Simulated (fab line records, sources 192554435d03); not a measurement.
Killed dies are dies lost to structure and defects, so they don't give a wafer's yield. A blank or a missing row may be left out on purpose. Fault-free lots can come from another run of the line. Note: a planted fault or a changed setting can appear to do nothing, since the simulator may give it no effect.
Matching of chambers + flow n5 finfet + N5_BEOL_M10_CURE_71 on uv cure-03 has 3 sister chambers
The step cures SiCOH lowk, time 240 s. 27 wafers are shown with their chamber, then 12 later ones without.

## WAFERS, EACH WITH ITS CHAMBER
| wafer  | chamber | wafer_temp_C_max | lamp power pct (%) |
|--------|---------|------------------|--------------------|
| L075.3 | 2       | 387.3            | 52.27              |
| L075.4 | 2       | 387.8            | 52.42              |
| L075.6 | 2       | 388.2            | 52.36              |
| L074.1 | 2       | 389.4            | 52.27              |
| L074.2 | 2       | 387.8            | 52.31              |
| L074.4 | 2       | 388.7            | 52.36              |
| L077.4 | 0       | 387.5            | 52.29              |
| L077.5 | 0       | 386.7            | 52.24              |
| L077.6 | 0       | 386.7            | 52.34              |
| L079.2 | 1       | 388.5            | 52.23              |
| L079.3 | 1       | 389.1            | 52.29              |
| L079.6 | 1       | 388.7            | 52.30              |
| L080.2 | 1       | 389.1            | 52.29              |
| L080.3 | 1       | 388.4            | 52.25              |
| L080.6 | 1       | 388.3            | 52.37              |
| L081.2 | 1       | 387.9            | 52.31              |
| L081.5 | 1       | 388.7            | 52.26              |
| L081.6 | 1       | 388.9            | 52.30              |
| L086.2 | 2       | 387.1            | 52.32              |
| L086.4 | 2       | 387.6            | 52.32              |
| L086.6 | 2       | 388.4            | 52.37              |
| L085.1 | 0       | 386.4            | 52.26              |
| L085.3 | 0       | 386.8            | 52.30              |
| L085.4 | 0       | 386.5            | 52.30              |
| L089.3 | 2       | 388.3            | 52.30              |
| L089.4 | 2       | 386.8            | 52.31              |
| L089.6 | 2       | 388.5            | 52.35              |

SIGNATURES (averages over the wafers above)
| reading          | chamber 0 | chamber 1 | chamber 2 | scatter within a chamber |
|------------------|-----------|-----------|-----------|--------------------------|
| wafer_temp_C_max | 386.767   | 388.622   | 387.992   | 0.576                    |
| lamp power pct   | 52.2883   | 52.2889   | 52.3300   | 0.0409                   |
Rule: a wafer's distance from a chamber is the root of the sum, over the readings, of the square of ((its reading less the chamber's mean) divided by the reading's scatter). The wafer belongs to the nearest chamber; if the next one is less than 2 further off, it can't be placed. How the scatter is found: for the shown wafers, subtract from each reading the mean of its chamber, square and add these, divide the total by (wafers less chambers), then take the root.

## WAFERS WHOSE CHAMBER IS MISSING
| wafer  | wafer_temp_C_max | lamp power pct (%) |
|--------|------------------|--------------------|
| L090.2 | 386.6            | 52.32              |
| L090.4 | 386.6            | 52.42              |
| L090.5 | 386.3            | 52.22              |
| L093.1 | 389.1            | 52.29              |
| L093.3 | 387.6            | 52.37              |
| L093.4 | 388.1            | 52.33              |
| L094.2 | 386.9            | 52.35              |
| L094.3 | 386.6            | 52.26              |
| L094.5 | 386.7            | 52.40              |
| L096.4 | 387.8            | 52.30              |
| L096.5 | 387.9            | 52.39              |
| L096.6 | 388.1            | 52.18              |

## EACH ONE'S CHAMBER
| wafer  | from the rows above          | in truth |
|--------|------------------------------|----------|
| L090.2 | can't be placed: 0 or 2      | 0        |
| L090.4 | can't be placed: 0 or 2 or 1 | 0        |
| L090.5 | 0                            | 0        |
| L093.1 | can't be placed: 1 or 2      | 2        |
| L093.3 | can't be placed: 2 or 0 or 1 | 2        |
| L093.4 | can't be placed: 2 or 1      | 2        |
| L094.2 | can't be placed: 0 or 2 or 1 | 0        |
| L094.3 | 0                            | 0        |
| L094.5 | can't be placed: 0 or 2 or 1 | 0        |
| L096.4 | can't be placed: 2 or 1 or 0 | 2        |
| L096.5 | can't be placed: 2 or 1 or 0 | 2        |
| L096.6 | can't be placed: 1 or 0 or 2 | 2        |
Placed correctly: 2 of 12. Cannot be placed on the basis of these rows: 10; the candidates contain the true chamber in 10. Wrongly placed: 0.
